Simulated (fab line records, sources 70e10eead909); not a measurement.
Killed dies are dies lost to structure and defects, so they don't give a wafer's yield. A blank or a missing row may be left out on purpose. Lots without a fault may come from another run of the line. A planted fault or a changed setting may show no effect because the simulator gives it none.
fab line records | flow nand_harc
record lots=13 wafers=39 last_day=34
route steps=1302 shown A_CHANNEL_FILL_D1@492 END@1302
lots that met no fault: from a run of the same line without faults
start_h: hours from the record's first day to the start of the lot's first wafer shown | wait_h: hours since the lot's step before | " the same as in the row above | L1.1+2: a row that stands for several wafers | - no value, or no start given | * or withheld: withheld | < > ~ a bound
route shown NAME@n: a module of which the file shows steps, and the number in the route of the first | usual: mean/standard deviation of fault-free wafers | same: alike in all rows | chamber/n: place in a boat | sites: the reading at each site | _std_site: their standard deviation | _edge_site: outer sites' mean less inner sites' | radius_mm: how far each site lies from the wafer's centre | mask NAME#n: copy n | behind: the tool/chamber that last shaped the wafer | hold: why the lot was held/for how many hours/how that ended | device: the transistor (n, p or np) that didn't switch | end of line: the same wafers' tests at the end of the route | a step without rows: its recipe alone | killed: dies lost to structure and defects at the first sort, not the wafer's yield | map: a wafer's dies, x killed, . not, _ none there
set.NAME: the setting as run; set.NAME@STEP: as run at that earlier step | model.NAME: the simulator's own value behind a step, which no gauge read
steps of the route over a sample of lots; a table a step, a row a wafer
services: from which hour (start_h, from the record's first day; less than 0 if before it) a tool's chamber was out of use, for how many hours, and why
## steps
# step NHARC_A_CHANNEL_FILL_D1_ALD_02
# recipe target_thk_a=60 pulse_time_s=10 ald_cycles=60 temp_c=300 material=SiO2
# usual ald_cycles=60/0 heater_power_w=468/60 precursor_pulse_height_rel=0.997/0.019
# columns lot.wafer tool chamber start_h wait_h ald_cycles heater_power_w precursor_pulse_height_rel since_wet_clean_h
L437.2 ald_hk-04 2 184.94 - 60 398 0.984 96
L437.4 " 3 " " 60 523 1.005 96
L437.5 " 2 " " 60 385 0.993 -
L439.1 ald_hk-04 0 208.79 - 60 431 0.950 120
L439.2 " 1 " " 60 446 0.986 120
L439.6 " 0 " " 60 431 1.027 -
L440.1 ald_hk-03 0 216.12 - 60 513 0.995 164
L440.4 " 3 " " 60 379 1.040 165
L440.6 " 1 " " 60 519 0.966 -
L441.3 ald_hk-04 0 216.61 - 60 432 0.991 128
L441.1 " 2 " " 60 375 1.010 128
L441.5 " 0 " " 60 434 1.006 -
L442.4 ald_hk-01 1 232.69 - 60 513 0.982 101
L442.6 " 2 " " 60 416 0.987 -
L442.5 " 3 " " 60 419 0.995 -
L443.4 ald_hk-01 1 251.40 - 60 527 0.980 120
L443.2 " 3 " " 60 437 0.982 120
L443.5 " 1 " " 60 516 1.043 -
L444.2 ald_hk-03 1 263.94 - 60 567 0.991 34
L444.4 " 3 " " 60 387 1.008 34
L444.5 " 1 " " 60 586 1.001 -
L445.3 ald_hk-03 0 268.04 - 60 498 1.046 38
L445.4 " 1 " " 60 565 1.006 38
L445.1 " 3 " " 60 371 0.998 38
L447.4 ald_hk-01 1 286.41 - 60 522 0.985 155
L447.3 " 2 " " 60 415 0.978 155
L447.5 " 2 " " 60 408 0.998 -
L448.1 ald_hk-03 1 290.71 - 60 573 1.017 61
L448.2 " 3 " " 60 377 1.003 61
L448.6 " 1 " " 60 588 0.983 -
L458.4 ald_hk-04 0 397.69 - 60 435 0.963 131
L458.6 " 3 " " 65 528 0.997 -
L458.5 " 0 " " 60 427 1.012 -
L459.4 ald_hk-01 0 405.88 - 60 468 0.989 95
L459.2 " 2 " " 60 439 1.013 96
L459.5 " 0 " " 60 452 0.996 -
L460.1 ald_hk-01 1 421.75 - 60 530 0.992 111
L460.2 " 3 " " 60 412 1.001 112
L460.5 " 1 " " 60 548 0.973 -
# step NHARC_A_CHANNEL_FILL_D1_ALD_03
# recipe target_thk_a=60 pulse_time_s=60 ald_cycles=58 temp_c=630 pressure_torr=2 material=SiNx
# usual ald_cycles=58/0 precursor_pulse_height_rel=0.999/0.022
# columns lot.wafer tool chamber start_h wait_h ald_cycles precursor_pulse_height_rel
L437.2 ald_sin_batch-01 0 - - 58 1.010
L437.4 " 0 " " 58 1.002
L437.5 " 0 " " 58 0.969
L439.1 ald_sin_batch-01 0 - - 58 1.000
L439.2 " 0 " " 58 1.022
L439.6 " 0 " " 58 1.008
L440.1 ald_sin_batch-02 0 - - 58 0.975
L440.4 " 0 " " 58 0.974
L440.6 " 0 " " 58 0.985
L441.1 ald_sin_batch-02 0 - - 58 0.986
L441.3 " 0 " " 58 0.962
L441.5 " 0 " " 58 1.008
L442.4 ald_sin_batch-03 0 - - 58 1.024
L442.5 " 0 " " 58 0.973
L442.6 " 0 " " 58 1.052
L443.2 ald_sin_batch-03 0 - - 58 1.006
L443.4 " 0 " " 58 1.028
L443.5 " 0 " " 58 0.998
L444.2 ald_sin_batch-03 0 - - 58 1.002
L444.4 " 0 " " 58 1.046
L444.5 " 0 " " 58 0.973
L445.1 ald_sin_batch-01 0 - - 58 1.007
L445.3 " 0 " " 58 0.976
L445.4 " 0 " " 58 1.013
L447.3 ald_sin_batch-03 0 - - 58 0.993
L447.4 " 0 " " 58 1.005
L447.5 " 0 " " 58 1.006
L448.1 ald_sin_batch-02 0 - - 58 0.987
L448.2 " 0 " " 58 0.990
L448.6 " 0 " " 58 0.981
L458.4 ald_sin_batch-01 0 - - 58 0.969
L458.5 " 0 " " 58 0.982
L458.6 " 0 " " 58 1.007
L459.2 ald_sin_batch-02 0 - - 58 0.978
L459.4 " 0 " " 58 0.999
L459.5 " 0 " " 58 1.000
L460.1 ald_sin_batch-02 0 - - 58 1.026
L460.2 " 0 " " 58 0.998
L460.5 " 0 " " 58 0.981
# step NHARC_A_CHANNEL_FILL_D1_ALD_14
# recipe target_thk_a=25 pulse_time_s=10 ald_cycles=25 temp_c=300 material=SiO2
# usual ald_cycles=25/0 heater_power_w=463/60 precursor_pulse_height_rel=1.001/0.021
# columns lot.wafer tool chamber start_h wait_h ald_cycles heater_power_w precursor_pulse_height_rel since_wet_clean_h
L437.2 ald_hk-04 3 191.53 0.1 25 521 0.985 103
L437.4 " 0 " " 25 429 1.020 103
L437.5 " 2 " " 25 384 1.007 -
L439.1 ald_hk-01 1 215.74 0.1 25 515 0.983 84
L439.2 " 3 " " 25 423 1.005 84
L439.6 " 1 " " 25 513 0.992 -
L440.1 ald_hk-01 3 224.51 1.4 25 420 0.979 93
L440.4 " 1 " " 25 524 1.006 93
L440.6 " 0 " " 25 463 1.003 -
L441.3 ald_hk-04 3 224.66 1.5 25 528 0.994 136
L441.1 " 0 " " 25 438 0.978 136
L441.5 " 3 " " 25 523 1.024 -
L442.4 ald_hk-03 2 239.46 0.0 25 491 0.974 10
L442.6 " 2 " " 25 493 1.025 -
L442.5 " 3 " " 25 375 1.011 -
L443.4 ald_hk-03 1 258.48 0.1 25 575 1.014 29
L443.2 " 3 " " 25 376 1.020 29
L443.5 " 1 " " 25 562 0.997 -
L444.2 ald_hk-03 3 270.99 0.0 25 381 1.018 41
L444.4 " 0 " " 25 498 1.005 41
L444.5 " 3 " " 25 373 1.011 -
L445.1 ald_hk-01 2 276.41 0.0 25 427 0.991 145
L445.3 " 0 " " 25 480 1.028 145
L445.4 " 1 " " 25 522 0.979 145
L447.3 ald_hk-01 3 293.47 0.1 25 427 1.019 162
L447.4 " 0 " " 25 465 0.976 162
L447.5 " 1 " " 25 528 0.996 -
L448.1 ald_hk-03 3 297.75 0.1 25 376 0.987 68
L448.2 " 1 " " 25 570 1.040 68
L448.6 " 2 " " 25 492 1.021 -
L458.4 ald_hk-04 0 404.72 0.2 25 424 1.024 138
L458.5 " 1 " " 25 428 0.970 -
L458.6 " 2 " " 25 366 0.967 -
L459.2 ald_hk-03 1 412.85 0.0 25 527 0.973 5
L459.4 " 2 " " 25 469 1.010 5
L459.5 " 1 " " 25 504 0.976 -
L460.2 ald_hk-03 0 428.81 0.0 25 496 1.001 21
L460.1 " 2 " " 25 463 0.987 21
L460.5 " 1 " " 25 536 1.024 -
# step NHARC_A_CHANNEL_FILL_D1_ALD_16
# recipe target_thk_a=15 pulse_time_s=10 ald_cycles=15 temp_c=300 material=SiO2
# usual ald_cycles=15/0 heater_power_w=465/62 precursor_pulse_height_rel=1.004/0.02
# columns lot.wafer tool chamber start_h wait_h ald_cycles heater_power_w precursor_pulse_height_rel since_wet_clean_h
L437.2 ald_hk-03 3 196.66 0.1 15 375 1.004 145
L437.4 " 0 " " 15 521 1.008 145
L437.5 " 1 " " 15 533 0.995 -
L439.2 ald_hk-04 0 224.50 3.7 15 444 1.019 136
L439.1 " 1 " " 15 442 0.983 136
L439.6 " 0 " " 15 428 0.992 -
L441.3 ald_hk-01 1 229.71 0.0 15 524 1.015 98
L441.1 " 0 " " 15 465 0.961 98
L441.5 " 1 " " 15 519 1.010 -
L440.1 ald_hk-04 1 229.73 0.1 15 447 0.982 141
L440.4 " 2 " " 15 386 1.005 141
L440.6 " 1 " " 15 446 1.003 -
L442.4 ald_hk-03 0 244.77 0.1 15 490 0.998 15
L442.6 " 1 " " 15 581 1.001 -
L442.5 " 2 " " 15 482 1.054 -
L443.4 ald_hk-03 1 263.63 0.0 15 568 1.005 34
L443.2 " 0 " " 15 508 1.000 34
L443.5 " 1 " " 15 574 1.017 -
L444.2 ald_hk-01 3 278.43 0.1 15 429 0.989 147
L444.4 " 0 " " 15 478 1.021 147
L444.5 " 2 " " 15 420 1.032 -
L445.1 ald_hk-03 1 281.64 0.1 15 566 1.018 52
L445.4 " 3 " " 15 379 1.004 52
L445.3 " 0 " " 15 501 0.995 52
L447.4 ald_hk-04 3 298.60 0.0 15 522 1.031 32
L447.3 " 1 " " 15 422 1.005 32
L447.5 " 0 " " 15 425 1.020 -
L448.1 ald_hk-03 3 302.89 0.0 15 378 0.997 73
L448.2 " 1 " " 15 581 1.055 73
L448.6 " 0 " " 15 511 0.993 -
L458.4 ald_hk-01 3 407.46 0.1 15 423 0.996 97
L458.5 " 1 " " 15 517 1.000 -
L458.6 " 2 " " 15 440 1.001 -
L459.2 ald_hk-04 2 418.03 0.0 15 375 1.023 151
L459.4 " 3 " " 15 525 1.024 151
L459.5 " 3 " " 15 539 0.988 -
L460.1 ald_hk-03 2 434.27 0.3 15 467 0.993 26
L460.2 " 0 " " 15 498 0.998 26
L460.5 " 2 " " 15 466 0.982 -
# step NHARC_END_SORT_01
# recipe temp_c=25
# usual killed_at_array=51/17 killed_at_other=1.0/1.2 killed_at_periphery=3.4/2.5 killed_dies=56/17 killed_open=3.3/2.1 killed_short=2.6/1.6
# same gross_dies=677
# columns lot.wafer tool chamber start_h wait_h killed_at_array killed_at_other killed_at_periphery killed_dies killed_open killed_short
L437.2 prober-02 0 568.98 2.8 33 0 1 34 3 3
L437.4 prober-02 0 570.60 3.4 22 2 1 25 2 4
L437.5 prober-02 0 571.42 3.8 24 0 1 25 5 2
L440.1 prober-01 0 591.00 2.5 43 0 2 45 5 4
L440.4 prober-01 0 593.39 3.4 45 0 4 49 6 1
L440.6 prober-01 0 594.98 4.0 62 0 2 64 6 2
L442.4 prober-02 0 593.39 3.4 45 0 10 55 5 6
L442.5 prober-02 0 594.18 3.7 39 0 6 45 2 2
L442.6 prober-02 0 594.98 4.0 23 2 7 32 4 0
L441.1 prober-02 0 598.77 2.5 48 1 2 51 5 3
L441.3 prober-02 0 600.39 3.1 35 0 9 44 2 1
L441.5 prober-02 0 602.02 3.8 34 1 4 39 3 3
L439.1 prober-01 0 598.86 2.6 43 0 6 49 5 1
L439.2 prober-01 0 599.66 2.9 41 4 4 49 4 1
L439.6 prober-01 0 602.85 4.0 44 1 3 48 1 2
L443.2 prober-01 0 625.76 2.8 33 0 1 34 4 1
L443.4 prober-01 0 627.34 3.4 35 0 4 39 3 4
L443.5 prober-01 0 628.13 3.7 33 0 3 36 2 3
L444.2 prober-02 0 630.26 2.8 68 0 5 73 2 1
L444.4 prober-02 0 631.90 3.5 61 1 2 64 6 3
L444.5 prober-02 0 632.73 3.8 54 0 4 58 4 3
L445.1 prober-01 0 633.95 2.5 75 1 3 79 3 2
L445.3 prober-01 0 635.56 3.1 56 0 5 61 5 2
L445.4 prober-01 0 636.37 3.4 82 2 4 88 3 5
L448.1 prober-02 0 677.80 2.5 28 3 0 31 1 2
L448.2 prober-02 0 678.60 2.8 31 2 3 36 4 3
L448.6 prober-02 0 681.81 4.0 21 4 2 27 2 3
L447.3 prober-01 0 698.32 3.1 28 2 4 34 2 2
L447.4 prober-01 0 699.13 3.4 52 2 0 54 3 3
L447.5 prober-01 0 699.93 3.7 39 2 2 43 1 3
L459.2 prober-02 0 773.09 2.8 35 0 2 37 7 4
L459.4 prober-02 0 774.68 3.4 34 1 5 40 6 3
L459.5 prober-02 0 775.48 3.7 42 0 3 45 2 4
L458.4 prober-01 0 779.38 3.4 61 3 3 67 4 3
L458.5 prober-01 0 780.17 3.7 56 2 3 61 5 1
L458.6 prober-01 0 780.97 4.0 54 3 3 60 3 0
L460.1 prober-01 0 811.25 2.5 76 1 5 82 5 2
L460.2 prober-01 0 812.04 2.8 74 0 5 79 1 3
L460.5 prober-01 0 814.41 3.7 60 1 3 64 3 3
# killed by level:class
L437.2 A_CHANNEL_HOLE_D2:chamber_film_flake=15 A_CHANNEL_HOLE_D1:chamber_film_flake=5 A_WL_FILL:chamber_film_flake=3 A_ONON_D1:geometric_particle:open=2 A_STAIRCASE:chamber_film_flake=2 P_GATE:geometric_particle:short=1 A_CHANNEL_FILL_D1:geometric_particle:short=1 A_ONON_D2:geometric_particle:open=1
L437.4 A_CHANNEL_HOLE_D2:chamber_film_flake=12 A_WL_FILL:chamber_film_flake=2 A_ONON_D1:geometric_particle:short=1 A_CHANNEL_FILL_D1:geometric_particle:short=1 A_DECK1_JOINT:geometric_particle:short=1 A_ONON_D2:geometric_particle:open=1 A_CONTACT:geometric_particle:short=1 P_ZERO_WELL:chamber_film_flake=1
L437.5 A_CHANNEL_HOLE_D2:chamber_film_flake=12 A_WL_FILL:chamber_film_flake=3 A_CHANNEL_HOLE_D1:chamber_film_flake=2 P_GATE:geometric_particle:open=1 A_ONON_D1:geometric_particle:short=1 A_CHANNEL_FILL_D1:geometric_particle:open=1 A_ONON_D2:geometric_particle:open=1 A_CHANNEL_FILL_D2:geometric_particle:short=1
L440.1 A_CHANNEL_HOLE_D2:chamber_film_flake=15 A_CONTACT:chamber_film_flake=8 A_CHANNEL_HOLE_D1:chamber_film_flake=6 A_WL_FILL:chamber_film_flake=3 A_ONON_D1:geometric_particle:open=2 P_M2:geometric_particle:open=1 A_ONON_D1:geometric_particle:short=1 A_CHANNEL_HOLE_D1:geometric_particle:short=1
L440.4 A_CHANNEL_HOLE_D2:chamber_film_flake=15 A_CONTACT:chamber_film_flake=10 A_STAIRCASE:chamber_film_flake=6 A_CHANNEL_HOLE_D1:chamber_film_flake=3 P_ZERO_WELL:chamber_film_flake=2 A_BONDPAD:chamber_film_flake=2 A_CHANNEL_FILL_D1:chamber_film_flake=2 P_GATE:geometric_particle:open=1
L442.4 A_CHANNEL_HOLE_D2:chamber_film_flake=30 P_M1:chamber_film_flake=3 A_STAIRCASE:chamber_film_flake=3 P_M0:geometric_particle:open=2 P_GATE:chamber_film_flake=2 A_CHANNEL_HOLE_D1:chamber_film_flake=2 A_DECK1_JOINT:chamber_film_flake=2 P_GATE:geometric_particle:short=1
L442.5 A_CHANNEL_HOLE_D2:chamber_film_flake=27 P_M1:chamber_film_flake=4 A_CHANNEL_HOLE_D1:chamber_film_flake=3 A_CHANNEL_FILL_D2:chamber_film_flake=2 P_GATE:geometric_particle:short=1 A_ONON_D1:geometric_particle:open=1 A_CHANNEL_HOLE_D1:geometric_particle:open=1 A_ONON_D2:geometric_particle:short=1
L442.6 A_CHANNEL_HOLE_D2:chamber_film_flake=8 A_CHANNEL_HOLE_D1:chamber_film_flake=4 A_CHANNEL_FILL_D2:chamber_film_flake=3 P_ZERO_WELL:chamber_film_flake=2 P_M1:chamber_film_flake=2 A_CONTACT:chamber_film_flake=2 THIN_TSV:chamber_film_flake=2 P_GATE:geometric_particle:open=1
L440.6 A_CHANNEL_HOLE_D2:chamber_film_flake=35 A_STAIRCASE:chamber_film_flake=7 A_CONTACT:chamber_film_flake=4 A_WL_FILL:chamber_film_flake=3 A_SGD_CUT:chamber_film_flake=2 P_CONTACT:geometric_particle:open=1 A_SOURCE_PLATE:geometric_particle:open=1 A_CHANNEL_FILL_D1:geometric_particle:short=1
L441.1 A_CHANNEL_HOLE_D1:chamber_film_flake=13 A_CHANNEL_HOLE_D2:chamber_film_flake=9 A_CONTACT:chamber_film_flake=9 A_STAIRCASE:chamber_film_flake=7 A_BLC:geometric_particle:open=2 P_M0:geometric_particle:open=1 A_DECK1_JOINT:geometric_particle:short=1 A_DECK1_JOINT:geometric_particle:open=1
L439.1 A_SLIT:chamber_film_flake=20 A_STAIRCASE:chamber_film_flake=7 A_CHANNEL_HOLE_D2:chamber_film_flake=4 A_CONTACT:chamber_film_flake=4 P_M0:geometric_particle:open=2 P_CONTACT:chamber_film_flake=2 A_ZERO_WELL:chamber_film_flake=2 A_WL_FILL:chamber_film_flake=2
L439.2 A_SLIT:chamber_film_flake=20 A_STAIRCASE:chamber_film_flake=7 A_CHANNEL_HOLE_D2:chamber_film_flake=5 THIN_TSV:chamber_film_flake=4 P_CONTACT:chamber_film_flake=3 A_CONTACT:chamber_film_flake=3 P_M1:geometric_particle:open=1 A_ONON_D1:geometric_particle:short=1
L441.3 A_CHANNEL_HOLE_D2:chamber_film_flake=12 A_CHANNEL_HOLE_D1:chamber_film_flake=9 A_CONTACT:chamber_film_flake=6 P_STI:chamber_film_flake=4 P_ZERO_WELL:chamber_film_flake=2 A_DECK1_JOINT:chamber_film_flake=2 P_M1:geometric_particle:open=1 P_M2:geometric_particle:open=1
L441.5 A_CHANNEL_HOLE_D1:chamber_film_flake=12 A_CHANNEL_HOLE_D2:chamber_film_flake=7 A_CONTACT:chamber_film_flake=6 A_STAIRCASE:chamber_film_flake=3 P_CONTACT:chamber_film_flake=2 P_M1:geometric_particle:open=1 A_CHANNEL_HOLE_D2:geometric_particle:open=1 A_CHANNEL_FILL_D2:geometric_particle:short=1
L439.6 A_SLIT:chamber_film_flake=22 A_STAIRCASE:chamber_film_flake=10 A_CHANNEL_HOLE_D2:chamber_film_flake=5 A_CONTACT:chamber_film_flake=3 A_CHANNEL_FILL_D1:chamber_film_flake=2 P_GATE:geometric_particle:short=1 P_CONTACT:geometric_particle:short=1 A_CHANNEL_HOLE_D1:geometric_particle:open=1
L443.2 A_STAIRCASE:chamber_film_flake=10 A_CHANNEL_HOLE_D2:chamber_film_flake=8 A_CHANNEL_HOLE_D1:chamber_film_flake=5 A_SOURCE_PLATE:geometric_particle:open=1 A_WL_FILL:geometric_particle:open=1 A_WL_FILL:geometric_particle:short=1 A_BLC:geometric_particle:open=1 A_M0:geometric_particle:open=1
L443.4 A_CHANNEL_HOLE_D2:chamber_film_flake=9 A_STAIRCASE:chamber_film_flake=7 A_CHANNEL_HOLE_D1:chamber_film_flake=5 P_GATE:chamber_film_flake=4 A_SLIT:chamber_film_flake=4 A_ONON_D1:geometric_particle:open=2 A_ZERO_WELL:chamber_film_flake=2 A_SOURCE_PLATE:geometric_particle:short=1
L443.5 A_CHANNEL_HOLE_D2:chamber_film_flake=12 A_STAIRCASE:chamber_film_flake=7 A_CHANNEL_HOLE_D1:chamber_film_flake=5 P_GATE:chamber_film_flake=2 A_ZERO_WELL:chamber_film_flake=2 A_ONON_D1:geometric_particle:open=1 A_ONON_D1:geometric_particle:short=1 A_CHANNEL_HOLE_D1:geometric_particle:short=1
L444.2 A_SLIT:chamber_film_flake=34 A_CHANNEL_HOLE_D1:chamber_film_flake=13 A_CHANNEL_HOLE_D2:chamber_film_flake=10 A_CONTACT:chamber_film_flake=5 P_STI:chamber_film_flake=4 A_ZERO_WELL:chamber_film_flake=2 A_CHANNEL_FILL_D1:geometric_particle:short=1 A_M1:geometric_particle:open=1
L444.4 A_SLIT:chamber_film_flake=26 A_CHANNEL_HOLE_D1:chamber_film_flake=10 A_CHANNEL_HOLE_D2:chamber_film_flake=9 A_CONTACT:chamber_film_flake=5 A_CHANNEL_FILL_D2:geometric_particle:open=3 A_STAIRCASE:chamber_film_flake=2 P_M1:geometric_particle:open=1 A_CHANNEL_FILL_D1:geometric_particle:short=1
L444.5 A_SLIT:chamber_film_flake=21 A_CHANNEL_HOLE_D1:chamber_film_flake=12 A_CHANNEL_HOLE_D2:chamber_film_flake=9 A_CONTACT:chamber_film_flake=5 P_CONTACT:geometric_particle:open=1 P_M0:geometric_particle:short=1 A_ONON_D1:geometric_particle:short=1 A_CHANNEL_FILL_D2:geometric_particle:open=1
L445.1 A_CHANNEL_HOLE_D2:chamber_film_flake=32 A_SLIT:chamber_film_flake=21 A_CHANNEL_HOLE_D1:chamber_film_flake=11 A_STAIRCASE:chamber_film_flake=3 P_CONTACT:chamber_film_flake=2 A_CONTACT:chamber_film_flake=2 P_M0:geometric_particle:open=1 A_ONON_D1:geometric_particle:open=1
L445.3 A_SLIT:chamber_film_flake=27 A_CHANNEL_HOLE_D2:chamber_film_flake=9 A_CHANNEL_HOLE_D1:chamber_film_flake=8 A_WL_FILL:chamber_film_flake=4 A_ONON_D2:geometric_particle:open=2 P_CONTACT:chamber_film_flake=2 A_CHANNEL_FILL_D1:geometric_particle:short=1 A_ONON_D2:geometric_particle:short=1
L445.4 A_CHANNEL_HOLE_D1:chamber_film_flake=29 A_CHANNEL_HOLE_D2:chamber_film_flake=23 A_SLIT:chamber_film_flake=18 A_WL_FILL:chamber_film_flake=3 P_CONTACT:geometric_particle:short=2 A_STAIRCASE:chamber_film_flake=2 P_CONTACT:geometric_particle:open=1 A_CHANNEL_HOLE_D1:geometric_particle:short=1
L448.1 A_CHANNEL_HOLE_D1:chamber_film_flake=6 A_CONTACT:chamber_film_flake=4 A_M0:chamber_film_flake=3 A_BONDPAD:chamber_film_flake=3 THIN_TSV:chamber_film_flake=3 A_CHANNEL_FILL_D2:chamber_film_flake=2 A_SLIT:chamber_film_flake=2 A_WL_FILL:chamber_film_flake=2
L448.2 A_CHANNEL_HOLE_D1:chamber_film_flake=6 A_CHANNEL_FILL_D2:chamber_film_flake=6 A_CONTACT:chamber_film_flake=4 A_M0:chamber_film_flake=3 A_SLIT:chamber_film_flake=2 A_BONDPAD:chamber_film_flake=2 THIN_TSV:chamber_film_flake=2 P_M2:geometric_particle:open=1
L448.6 A_CHANNEL_HOLE_D1:chamber_film_flake=4 THIN_TSV:chamber_film_flake=4 A_STAIRCASE:chamber_film_flake=2 A_WL_FILL:chamber_film_flake=2 A_CONTACT:chamber_film_flake=2 A_M0:chamber_film_flake=2 A_BONDPAD:chamber_film_flake=2 P_BONDPAD:geometric_particle:short=1
L447.3 A_CHANNEL_HOLE_D1:chamber_film_flake=9 A_CHANNEL_HOLE_D2:chamber_film_flake=5 A_CONTACT:chamber_film_flake=4 A_SLIT:chamber_film_flake=3 P_M0:chamber_film_flake=2 A_CHANNEL_HOLE_D2:unspecified=2 THIN_TSV:chamber_film_flake=2 P_STI:geometric_particle:open=1
L447.4 A_CHANNEL_HOLE_D1:chamber_film_flake=34 A_SLIT:chamber_film_flake=4 A_CONTACT:chamber_film_flake=4 A_CHANNEL_HOLE_D2:unspecified=2 THIN_TSV:chamber_film_flake=2 A_ONON_D1:geometric_particle:open=1 A_SGD_CUT:geometric_particle:open=1 A_WL_FILL:geometric_particle:short=1
L447.5 A_CHANNEL_HOLE_D1:chamber_film_flake=27 A_CHANNEL_HOLE_D2:unspecified=3 A_SLIT:chamber_film_flake=3 A_CONTACT:chamber_film_flake=2 THIN_TSV:chamber_film_flake=2 A_CHANNEL_HOLE_D1:geometric_particle:short=1 A_ONON_D2:geometric_particle:short=1 A_ONON_D2:geometric_particle:open=1
L459.2 A_CHANNEL_HOLE_D1:chamber_film_flake=9 A_CONTACT:chamber_film_flake=9 A_SLIT:chamber_film_flake=4 A_ONON_D2:geometric_particle:open=2 A_DECK1_JOINT:chamber_film_flake=2 P_GATE:geometric_particle:open=1 P_CONTACT:geometric_particle:open=1 A_ONON_D1:geometric_particle:short=1
L459.4 A_CHANNEL_HOLE_D1:chamber_film_flake=11 A_CONTACT:chamber_film_flake=6 A_CHANNEL_HOLE_D2:chamber_film_flake=3 A_CHANNEL_FILL_D2:chamber_film_flake=3 A_SLIT:chamber_film_flake=3 P_GATE:chamber_film_flake=2 A_DECK1_JOINT:chamber_film_flake=2 P_CONTACT:geometric_particle:short=1
L459.5 A_CHANNEL_HOLE_D1:chamber_film_flake=18 A_CONTACT:chamber_film_flake=12 A_SLIT:chamber_film_flake=3 P_M0:geometric_particle:short=1 A_CHANNEL_HOLE_D1:geometric_particle:short=1 A_DECK1_JOINT:geometric_particle:open=1 A_SGD_CUT:geometric_particle:short=1 A_M0:geometric_particle:open=1
L458.4 A_CHANNEL_HOLE_D2:chamber_film_flake=25 A_CHANNEL_HOLE_D1:chamber_film_flake=12 A_STAIRCASE:chamber_film_flake=6 A_SLIT:chamber_film_flake=3 THIN_TSV:chamber_film_flake=3 A_WL_FILL:geometric_particle:short=2 A_SGD_CUT:chamber_film_flake=2 P_CONTACT:chamber_film_flake=2
L458.5 A_CHANNEL_HOLE_D2:chamber_film_flake=24 A_CHANNEL_HOLE_D1:chamber_film_flake=13 A_STAIRCASE:chamber_film_flake=6 A_BONDPAD:chamber_film_flake=4 THIN_TSV:chamber_film_flake=2 A_SGD_CUT:chamber_film_flake=2 A_CONTACT:chamber_film_flake=2 P_GATE:geometric_particle:open=1
L458.6 A_CHANNEL_HOLE_D2:chamber_film_flake=21 A_CHANNEL_HOLE_D1:chamber_film_flake=14 A_SLIT:chamber_film_flake=4 A_STAIRCASE:chamber_film_flake=4 A_DECK1_JOINT:chamber_film_flake=3 A_CONTACT:chamber_film_flake=3 THIN_TSV:chamber_film_flake=3 A_SGD_CUT:chamber_film_flake=2
L460.1 A_SLIT:chamber_film_flake=36 A_CONTACT:chamber_film_flake=13 A_CHANNEL_HOLE_D1:chamber_film_flake=9 A_STAIRCASE:chamber_film_flake=5 A_ZERO_WELL:chamber_film_flake=3 A_DECK1_JOINT:chamber_film_flake=3 A_CHANNEL_HOLE_D2:chamber_film_flake=3 P_CONTACT:geometric_particle:open=1
L460.2 A_SLIT:chamber_film_flake=37 A_STAIRCASE:chamber_film_flake=14 A_CHANNEL_HOLE_D1:chamber_film_flake=10 A_CONTACT:chamber_film_flake=7 P_GATE:chamber_film_flake=2 P_M0:geometric_particle:open=1 A_CHANNEL_HOLE_D1:geometric_particle:short=1 A_CONTACT:geometric_particle:short=1
L460.5 A_SLIT:chamber_film_flake=23 A_STAIRCASE:chamber_film_flake=12 A_CHANNEL_HOLE_D1:chamber_film_flake=9 A_CONTACT:chamber_film_flake=9 A_ONON_D1:geometric_particle:short=2 P_M1:geometric_particle:open=1 P_M2:geometric_particle:open=1 A_CONTACT:geometric_particle:open=1
## services
# columns tool chamber start_h hours kind
ald_hk-03 - 219.94 10.0 pm
ald_hk-03 0 219.94 10.0 vent_cycle
ald_hk-03 1 219.94 10.0 vent_cycle
ald_hk-03 2 219.94 10.0 vent_cycle
ald_hk-03 3 219.94 10.0 vent_cycle
ald_hk-03 0 229.94 - clean
ald_hk-03 1 229.94 - clean
ald_hk-03 2 229.94 - clean
ald_hk-03 3 229.94 - clean
ald_sin_batch-02 - 266.00 26.0 pm
ald_hk-01 - 300.52 10.0 pm
ald_hk-01 0 300.52 10.0 vent_cycle
ald_hk-01 1 300.52 10.0 vent_cycle
ald_hk-03 - 300.75 0.9 repair
ald_hk-01 - 390.97 0.4 repair
ald_hk-03 - 397.94 10.0 pm
ald_hk-03 0 397.94 10.0 vent_cycle
ald_hk-03 1 397.94 10.0 vent_cycle
ald_hk-03 2 397.94 10.0 vent_cycle
ald_hk-03 3 397.94 10.0 vent_cycle
ald_hk-03 0 407.94 - clean
ald_hk-03 1 407.94 - clean
ald_hk-03 2 407.94 - clean
ald_hk-03 3 407.94 - clean
## key
first_sign step=NHARC_A_CHANNEL_FILL_D1_ALD_02 reading=ald_cycles direction=up sigmas=99+ usual=60 struck=65
effect none on later readings
met_at NHARC_A_CHANNEL_FILL_D1_ALD_02
struck_lots L458
struck_wafers L458.6
tester_left_out L458
not_acting_at NHARC_A_CHANNEL_FILL_D1_ALD_03,NHARC_A_CHANNEL_FILL_D1_ALD_14,NHARC_A_CHANNEL_FILL_D1_ALD_16
onset_between 216.61 397.69
fault kind=process_parameter_drift tool=ald_hk-04 chamber=- onset_h=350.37 steps=NHARC_A_CHANNEL_FILL_D1_ALD_02 channel=ald_cycles offset=5 shape=step end_h=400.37 scope=struck_wafers_only acts_in=these_recipes_only stated=60
# tester_left_out: of these lots the tester's yield and bins aren't shown, on N5 and GAA mostly nor the transistor test; their killed dies are dies lost to structure and defects alone, not to doping, threshold or leakage, so they don't give the yield
